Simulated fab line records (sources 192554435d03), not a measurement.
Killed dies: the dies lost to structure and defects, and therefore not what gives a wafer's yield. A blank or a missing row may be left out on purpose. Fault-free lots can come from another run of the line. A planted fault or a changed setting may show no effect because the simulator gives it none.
Chamber matching -- flow n5_finfet -- N5_BEOL_M0_SAQP_PECVD_97 on pecvd-03: 3 sister chambers
The step deposits SiNx from SiH4/NH3/N2, target thk 23 nm, time 19.9 s. 16 wafers are shown with their chamber, then 8 later ones without.

== EACH WAFER AND ITS CHAMBER ==
wafer,chamber,showerhead_plenum_p_Torr (Torr),throttle_valve_pct (%),heater_power_w (W)
L079.2,1,5.22,37.4,516
L079.3,0,5.26,42.9,528
L079.6,1,5.22,37.7,504
L080.1,0,5.27,43.3,603
L080.3,2,5.07,38.5,430
L080.5,2,5.07,38.6,434
L089.4,0,5.27,43.8,620
L089.5,2,5.08,39.1,446
L089.6,1,5.23,37.4,539
L090.1,0,5.28,43.9,584
L090.2,2,5.07,39.1,449
L090.6,0,5.27,43.6,584
L092.1,0,5.26,43.5,617
L092.2,2,5.08,39.0,461
L092.6,2,5.07,38.9,476
L093.1,2,5.08,39.0,433

SIGNATURES (averages over the wafers above)
reading,chamber 0,chamber 1,chamber 2,scatter within a chamber
showerhead_plenum_p_Torr,5.2683,5.2233,5.0743,0.00633
throttle_valve_pct,43.500,37.500,38.886,0.287
heater_power_w,589.33,519.67,447.00,24.9
Rule: for each reading, subtract the chamber's mean from the wafer's reading, divide by that reading's scatter and square the result; add these up over the readings and take the root, which gives the wafer's distance from the chamber. If the next closest chamber is less than 2 further off than the closest, the wafer can't be placed; otherwise it belongs to the closest. The scatter: take each reading less its chamber's mean, square it, sum over the shown wafers, divide by the number of wafers less the number of chambers, and take the root.

== WAFERS WITHOUT THEIR CHAMBER ==
wafer,showerhead_plenum_p_Torr (Torr),throttle_valve_pct (%),heater_power_w (W)
L093.4,5.26,43.5,599
L093.5,5.09,38.6,426
L094.1,5.27,43.6,509
L094.5,5.22,37.6,523
L094.6,5.26,43.7,528
L096.2,5.09,38.7,406
L096.3,5.21,37.5,519
L096.5,5.27,44.0,549

== WHICH CHAMBER EACH ONE RAN IN ==
wafer,from the rows above,in truth
L093.4,0,0
L093.5,2,2
L094.1,0,0
L094.5,1,1
L094.6,0,0
L096.2,2,2
L096.3,1,1
L096.5,0,0
Correctly placed: 8 of 8. Not placeable from these rows: 0. Wrongly placed: 0.
